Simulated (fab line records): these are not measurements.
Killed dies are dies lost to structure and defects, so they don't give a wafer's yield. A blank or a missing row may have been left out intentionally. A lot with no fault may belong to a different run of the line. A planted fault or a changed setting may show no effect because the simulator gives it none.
fab line records	flow n5-finfet
record: lots: 4	wafers: 11	last-day: 16
route steps=1938 shown SDB@361 DUMMY_REMOVAL@377 HKMG_FIN@385 PASSIVATION@1936
lots with no fault: from the same line, run without faults
start-h: the number of hours between the record's first day and the start of the first shown wafer of the lot	wait-h: hours since the lot's step before	" identical to the entry in the row above	L1.1+2: a row that stands for several wafers	- either no value or no given start	* or withheld: withheld	< > ~ a bound
route shown NAME@n: a module of which the file shows steps, and the number in the route of the first	usual: mean/standard deviation of fault-free wafers	same: alike in all rows	chamber/n: place in a boat	sites: each site's reading	_std_site: standard deviation across them	_edge_site: mean of outer sites minus mean of inner sites	radius-mm: for every site, how far away it sits from the centre of the wafer	mask NAME#n: copy n	behind: the tool/chamber that last shaped the wafer	hold: the reason the lot was held/the length of the hold in hours/how it ended	device: transistor that didn't switch, given as n, p or np	end of line: tests run on the same wafers once the route is complete	where a step has no rows: the recipe by itself	killed: at the first sort, the dies lost to defects and structure; wafer yield is something else	map: the dies of a wafer, with x for killed, . for not killed, _ for no die there
set.NAME: the setting as run; set.NAME@STEP: as run at that earlier step	model.NAME: the simulator's own value behind a step, which no gauge read
lots seen at some steps along the route; tables by step, rows by wafer
services: when a tool's chamber went out of use (start-h, in hours from the record's first day, below 0 if earlier), for how many hours, and the reason
== steps ==
step: N5_SDB_ETCH_18
recipe: chemistry: N2/H2	target: SOC	target-depth-a: 1000	overetch-a: 200	mask-material: SiARC	temp-c: 40	time-s: 150	ion-energy-ev: 200	pressure-mtorr: 30	source-w: 840	bias-w: 150	n2-flow-sccm: 200	h2-flow-sccm: 200
step: N5_SDB_STRIP_19
recipe: chemistry: N2/H2	temp-c: 40	n2-flow-sccm: 200	h2-flow-sccm: 200	rf-frequency-hz: 6e+07
step: N5_SDB_STRIP_21
recipe: chemistry: CF4	resist: SiARC	power-w: 300	bias-power-w: 75	pressure-mtorr: 50	cf4-flow-sccm: 150	rf-frequency-hz: 6e+07
step: N5_SDB_HM_OPEN_20
recipe: chemistry: CH3F/O2	target: SiNx	mask-material: SOC	target-depth-a: 240	stop-on: poly-Si	over-etch-frac: 0.4	ion-energy-ev: 120	pressure-mtorr: 30	source-w: 395	bias-w: 73	Ar_flow_sccm: 150	CH3F_flow_sccm: 30	O2_flow_sccm: 20
step: N5_SDB_STRIP_22
recipe: chemistry: N2/H2	power-w: 1000	temp-c: 250	h2-frac: 0.65	overash-fraction: 0.3	pressure-mtorr: withheld	n2-flow-sccm: 1750	h2-flow-sccm: 3250
step: N5_SDB_PRECLEAN_23
recipe: chemistry: dHF	time-s: 30	temp-c: 25	dilution: withheld
step: N5_SDB_DUMMY_REMOVE_24
recipe: chemistry: TMAH	temp-c: 70	target: poly-Si	stop-on: SiO2	target-depth-nm: 142	conc-wt-pct: 5	time-s: 57	dry: ipa-marangoni	rinse-time-s: 30	rinse-temp-c: 23
step: N5_SDB_ETCH_25
recipe: chemistry: C4F6/O2	target: SiO2	target-depth-a: 100	time-s: 3.3	ion-energy-ev: 250	mask-material: SiNx	pressure-mtorr: 30	source-w: 345	bias-w: 185	Ar_flow_sccm: 300	C4F6_flow_sccm: 10	O2_flow_sccm: 10
step: N5_SDB_CUT_ETCH_26
recipe: chemistry: HBr/Cl2/O2	target: Si	target-depth-a: 1296	bt-time-s: 20	mask-material: SiNx	time-s: 51.8	ion-energy-ev: *	bias-w: *	pressure-mtorr: 10	icp-w: 800	HBr_flow_sccm: 150	Cl2_flow_sccm: 80	O2_flow_sccm: 12
step: N5_SDB_PRECLEAN_38
recipe: chemistry: dHF	time-s: 10	dilution: 750:1	temp-c: 25
step: N5_SDB_PRECLEAN_39
recipe: chemistry: O3/DIW	time-s: 45	temp-c: 22	o3-ppm: 10
step: N5_SDB_SRD_28
recipe: dry: ipa-marangoni	time-s: 30	temp-c: 23	rinse-liquid: diw
step: N5_SDB_ALD_29
recipe: material: SiNx	target-thk-a: 300	temp-c: 400	ald-precursor-family: SiH2I2	ald-co-reactant: N2/H2-plasma	pulse-time-s: 1	ald-cycles: 600	purge-time-s: 2	co-reactant-purge-time-s: 2	pressure-torr: 2
usual: heater-power-w: 861/87	precursor-pulse-height-rel: 0.998/0.018
same: ald-cycles: 600
lot.wafer	tool	chamber	start-h	wait-h	heater-power-w	precursor-pulse-height-rel
L516.1	ald-sin-02	1	93.72	2.7	786	0.997
L516.2	"	3	"	"	850	1.009
L516.3	"	2	"	"	1035	1.028
L524.2	ald-sin-04	2	152.86	0.0	878	0.988
L524.6	"	3	154.22	1.4	866	1.011
L529.1	ald-sin-02	3	173.90	0.2	847	0.974
L529.3	"	1	"	"	774	1.019
L529.6	"	3	175.25	1.6	882	1.000
L532.2	ald-sin-02	3	180.98	0.0	872	1.028
L532.5	"	1	182.34	1.4	780	0.995
L532.6	"	0	"	"	887	0.980
step: N5_SDB_CMP_30
recipe: stop-on: poly-Si	t-overpolish-s: 1.54	post-cmp-clean: alkaline-brush	down-force-psi: 4.1491	platen-rpm: 51.796	pad-velocity-m-s: 1.0306	target-thk-nm: 30
step: N5_DUMMY_REMOVAL_HM_STRIP_01
recipe: chemistry: CH3F/O2	material: SiNx	target-depth-a: 40	stop-on: poly-Si	time-s: 6.8	over-etch-frac: 0.3	ion-energy-ev: 60	power-w: 410	bias-w: 29	Ar_flow_sccm: 150	CH3F_flow_sccm: 30	O2_flow_sccm: 20
step: N5_DUMMY_REMOVAL_STRIP_10
recipe: chemistry: N2/H2	time-s: 40	power-w: 100	temp-c: 40	pressure-mtorr: 100	rf-frequency-hz: 6e+07	bias-power-w: 3	n2-flow-sccm: 300	h2-flow-sccm: 300
step: N5_DUMMY_REMOVAL_PRECLEAN_07
recipe: chemistry: dHF	time-s: 30	temp-c: 25	dilution: withheld
step: N5_DUMMY_REMOVAL_DUMMY_REMOVE_02
recipe: chemistry: TMAH	temp-c: 70	target: poly-Si	stop-on: SiO2	target-depth-nm: 142	conc-wt-pct: 5	time-s: 57	dry: ipa-marangoni	rinse-time-s: 30	rinse-temp-c: 23
step: N5_DUMMY_REMOVAL_PRECLEAN_08
recipe: chemistry: NF3:NH3	afs-cycles: 2	temp-c: 30	time-s: 20	sublimation-temp-c: 180	sublimation-time-s: 60	pressure-torr: 3	rf-power-w: 30
step: N5_DUMMY_REMOVAL_PRECLEAN_04
recipe: chemistry: DHF	time-s: 37	temp-c: 25	dilution: 500:1
step: N5_DUMMY_REMOVAL_SRD_05
recipe: dry: ipa-marangoni	do-ppb: 5	time-s: 30	temp-c: 23	rinse-liquid: diw
step: N5_HKMG_FIN_IL_REGROW_00
recipe: material: SiO2	target-thk-a: 7.5	chemistry: O3	temp-c: withheld	time-s: 30
step: N5_HKMG_FIN_HK_ALD_01
recipe: material: HfO2	target-thk-a: 16	temp-c: withheld	ald-precursor-family: HfCl4	ald-co-reactant: H2O	pulse-time-s: 3	purge-time-s: 3	co-reactant-purge-time-s: 2.5	co-reactant-pulse-time-s: 0.3	ald-cycles: 30
step: N5_HKMG_FIN_HK_ANNEAL_02
recipe: temp-c: 700	time-s: 30	ambient: N2	idle-temp-c: 600	ramp-up-c-per-s: 150	ramp-down-c-per-s: 60	cool-to-c: 600
step: N5_HKMG_FIN_ALD_74
recipe: material: La2O3	target-thk-a: 5	temp-c: 250	ald-precursor-family: La-Cp	ald-co-reactant: O3	pulse-time-s: 6	co-reactant-pulse-time-s: 1	purge-time-s: 3	co-reactant-purge-time-s: 3
step: N5_HKMG_FIN_ALD_75
recipe: material: Al2O3	target-thk-a: 10	temp-c: 150	ald-precursor-family: TMA	ald-co-reactant: H2O	pulse-time-s: withheld	co-reactant-pulse-time-s: 1
step: N5_HKMG_FIN_COAT_41
recipe: resist: SOC	temp-c: 250	time-s: 60	spin-rpm: 1500	resist-thk-nm: 300
step: N5_HKMG_FIN_COAT_42
recipe: resist: SiARC	temp-c: 220	time-s: 60	spin-rpm: 1500	resist-thk-nm: 35
step: N5_HKMG_FIN_COAT_43
recipe: resist: CAR-ArF	spin-rpm: 1500	resist-thk-nm: 90
step: N5_HKMG_FIN_EBR_45
recipe: solvent: PGMEA	ebr-width-mm: 1.5
step: N5_HKMG_FIN_SOFTBAKE_44
recipe: temp-c: 110	time-s: 60	resist: CAR-ArF
step: N5_HKMG_FIN_EXPOSE_46
recipe: mask-id: NDIPOLE	na: 1.35	source-shape: conventional	sigma-outer: 0.8	polarization: unpolarized	dose-mj: 40
step: N5_HKMG_FIN_PEB_47
recipe: peb-temp-c: withheld	peb-time-s: 60	resist: CAR-ArF
step: N5_HKMG_FIN_DEVELOP_48
recipe: develop-time-s: 30	developer: TMAH	resist: CAR-ArF	rinse-liquid: diw	dry: air-spin	dev-temp-c: 23
step: N5_HKMG_FIN_DESCUM_53
recipe: chemistry: O2	time-s: 7.9	source-power-w: 50	bias-power-w: 20	pressure-mtorr: 20	rf-frequency-hz: 2.712e+07	temp-c: 40	resist: CAR-ArF	o2-flow-sccm: 225
step: N5_HKMG_FIN_ETCH_54
recipe: chemistry: CF4	target: SiARC	target-depth-a: 455	mask-material: CAR-ArF	time-s: 75.8	ion-energy-ev: 80	pressure-mtorr: 40	source-w: 545	bias-w: 36	Ar_flow_sccm: 100	cf4-flow-sccm: 100	ends: cleared
step: N5_PASSIVATION_PROBE_49
usual: defect-limited-yield: 91.3/1.5	killed_at_M0_to_M3: 33/12	killed_at_M4_up: 15/5.2	killed-at-contacts: 12/5.1	killed-at-front-end: 39/11	killed-at-other: 5/3.6	killed-dies: 103/18	killed-open: 67/13	killed-short: 33/7.8	sort_bin_5_function: 5.1/0.96	sort_bin_6_memory: 3.2/0.71	sort-n-pass: 1077/18	sort-yield-pct: 91.3/1.5
same: gross-dies: 1180	killed-at-back-side: 0	sort_bin_4_leakage[%]: 0	sort_bin_8_speed[%]: 0
lot.wafer	tool	chamber	start-h	wait-h	defect-limited-yield[%]	killed_at_M0_to_M3	killed_at_M4_up	killed-at-contacts	killed-at-front-end	killed-at-other	killed-dies	killed-open	killed-short	sort_bin_5_function[%]	sort_bin_6_memory[%]	sort-n-pass	sort-yield-pct[%]
L529.1	prober-02	-	378.11	0.0	83.7	21	10	10	146	5	192	66	23	10.6	4.5	988	83.7
L529.3	prober-02	-	378.21	0.1	88.2	23	12	9	91	4	139	57	24	7.9	3.0	1041	88.2
L529.6	prober-02	-	378.36	0.3	85.8	17	12	9	128	1	167	41	14	8.6	2.7	1013	85.8
L532.2	prober-01	-	379.22	0.1	83.5	26	12	17	134	6	195	54	34	11.1	4.2	985	83.5
L532.5	prober-01	-	379.37	0.2	86.0	43	6	17	90	9	165	68	37	8.8	3.8	1015	86.0
L532.6	prober-01	-	379.42	0.3	87.7	30	6	17	90	2	145	64	20	7.3	3.6	1035	87.7
killed by level:class
L529.1 SDB:unspecified=101 MOL_CONTACT_COAG:geometric-particle:open=9 STI_FIN_REVEAL:geometric-particle:open=7 GATE_CUT:geometric-particle:open=6 BEOL_M0_SAQP:geometric-particle:open=6 DUMMY_GATE:geometric-particle:open=5 BEOL_M1:geometric-particle:open=5 STI_FIN_REVEAL:geometric-particle:short=4
L529.3 SDB:unspecified=58 BEOL_M1:geometric-particle:open=11 MOL_CONTACT_COAG:geometric-particle:open=8 GATE_CUT:geometric-particle:open=7 STI_FIN_REVEAL:geometric-particle:open=5 GATE_CUT:geometric-particle:short=5 BEOL_M0_SAQP:geometric-particle:open=5 BEOL_M0_SAQP:geometric-particle:short=4
L529.6 SDB:unspecified=97 HKMG_FIN:area-etch=14 MOL_CONTACT_COAG:geometric-particle:open=6 BEOL_M4:geometric-particle:open=6 BEOL_M1:geometric-particle:open=5 BEOL_M0_SAQP:geometric-particle:short=4 STARTING-WAFER:geometric-particle:open=4 MOL_CONTACT_COAG:geometric-particle:short=3
L532.2 SDB:unspecified=106 MOL_CONTACT_COAG:geometric-particle:open=13 BEOL_M0_SAQP:geometric-particle:short=10 BEOL_M0_SAQP:geometric-particle:open=8 STI_FIN_REVEAL:geometric-particle:open=7 GATE_CUT:geometric-particle:short=6 MOL_CONTACT_COAG:geometric-particle:short=4 FIN_SAQP:geometric-particle:open=3
L532.5 SDB:unspecified=60 MOL_CONTACT_COAG:geometric-particle:open=11 BEOL_M2:geometric-particle:open=10 STI_FIN_REVEAL:geometric-particle:open=8 BEOL_M0_SAQP:geometric-particle:open=8 BEOL_M1:geometric-particle:open=7 MOL_CONTACT_COAG:geometric-particle:short=6 FIN_SAQP:geometric-particle:open=5
L532.6 SDB:unspecified=61 MOL_CONTACT_COAG:geometric-particle:open=15 BEOL_M2:geometric-particle:open=10 BEOL_M1:geometric-particle:open=7 GATE_CUT:geometric-particle:open=6 BEOL_M0_SAQP:geometric-particle:short=6 GATE_CUT:geometric-particle:short=5 DUMMY_GATE:geometric-particle:open=4
map L529.1 (x killed, . not)
_________________........x...________________
______________.................._____________
___________............x...........__________
__________.................x........_________
________..........x.x.x..x......x....._______
_______...x......................x.....______
______...............xx.......xx........_____
_____........x.........x................x____
____x.....................x...........x...___
___.................x....x.............x...__
___.............x..................x.....x.__
__....x...xx.x.x............x..............._
__..........x...x...x....x...............x.._
_......................x.x...................
_.xx.x...x..x...x...............x...x........
_.x........................x.................
_x..........................x...............x
_...x......x............x...............x..x.
_.......x...........xx................x..x...
_................................x...........
_..............x....x...............x.......x
__.........x.....x.........x...x............_
__...............x.x..x....................._
___...............xx..xx...............x...__
___............xxxxxxxx.x..x......x....x..x__
____............xxxxxxxx.xxx.........x....___
_____........xxxxxxxxxxx.................____
______..x...xxxxxxxxxxxxx..x............_____
_______.....xxxxxxxxxxxxx........x.....______
________.....xxxxxxxxxxxxx..x........._______
__________..xxxxxxxxxxxxx.x......x.._________
___________...xx.xxxx.xx.x.........__________
______________.x.xx.x.xx...x...._____________
_________________....xx.x....________________
map L532.2 (x killed, . not)
_________________......x..x..________________
______________....x.x.x........._____________
___________....................x...__________
__________.........................._________
________...........x............x....._______
_______................................______
______xx............x...x...x........x.._____
_____...............x........x.....x.....____
____...............x...x..................___
___...............x...x.....x..x...........__
___.....x...........x......x....x..........__
__x..x......................................_
__....x...x....................x.....x.....x_
_.......................x.......x............
_.x.......x......x...............x.........x.
_.......x...................x....x...........
_.................................xx...x...x.
_.....................x......x.....x.........
_..........x..x....................x.........
_..x...x.....................................
_....................x...x..................x
__.x....................xx..........x.....x._
__..............x.x...........x....x..x....._
___..x.......x...x.xx.x.....x.......x......__
___.............xxxxxxxx.x.............x...__
____....x....x..xxxxxxx.x..x..............___
_____........xxxxxxxxxxxx.x..........x...____
______......x.xxxxxxxxxxxx.x......xx...._____
_______.x....xxxxxxxxxxxx.xx...........______
________....xxxxxxxxxxxxx............._______
__________.x..xxxxxxxxxxx..........._________
___________....xxxxxxxxxx.x........__________
______________xxx.xxx.xxx......x_____________
_________________xxxxxx......________________
== services ==
tool	chamber	start-h	hours	kind
ald-sin-02	2	76.14	7.5	repair
ald-sin-04	-	176.75	14.0	pm
ald-sin-04	0	176.75	14.0	vent-cycle
ald-sin-04	1	176.75	14.0	vent-cycle
ald-sin-04	2	176.75	14.0	vent-cycle
ald-sin-04	3	176.75	14.0	vent-cycle
== key ==
first-sign: step: N5_PASSIVATION_PROBE_49	reading: killed-at-front-end	direction: up	sigmas: 6.5	usual: 39	struck: 113
effect: step: N5_PASSIVATION_PROBE_49	reading: defect-limited-yield	direction: down	sigmas: 3.7	usual: 91.3	struck: 85.8
more-kills-born-at: N5_SDB_ALD_29@ald-sin-02: 483
met-at N5_SDB_ALD_29
struck-wafers L529.1,L529.3,L529.6,L532.2,L532.5,L532.6
baseline-loss: step: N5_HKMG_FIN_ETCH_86	wafers: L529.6
onset-between 93.72 173.90
also-fits time
fault: kind: chamber-particle-source	tool: ald-sin-02	chamber: -	onset-h: 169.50	steps: N5_SDB_ALD_29	rate-per-visit-cm2: 0.48742	end-h: 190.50
baseline-loss: these wafers lose ten dies or more at that step, a loss of the line's own and not of a fault; the sort's usual values leave them out
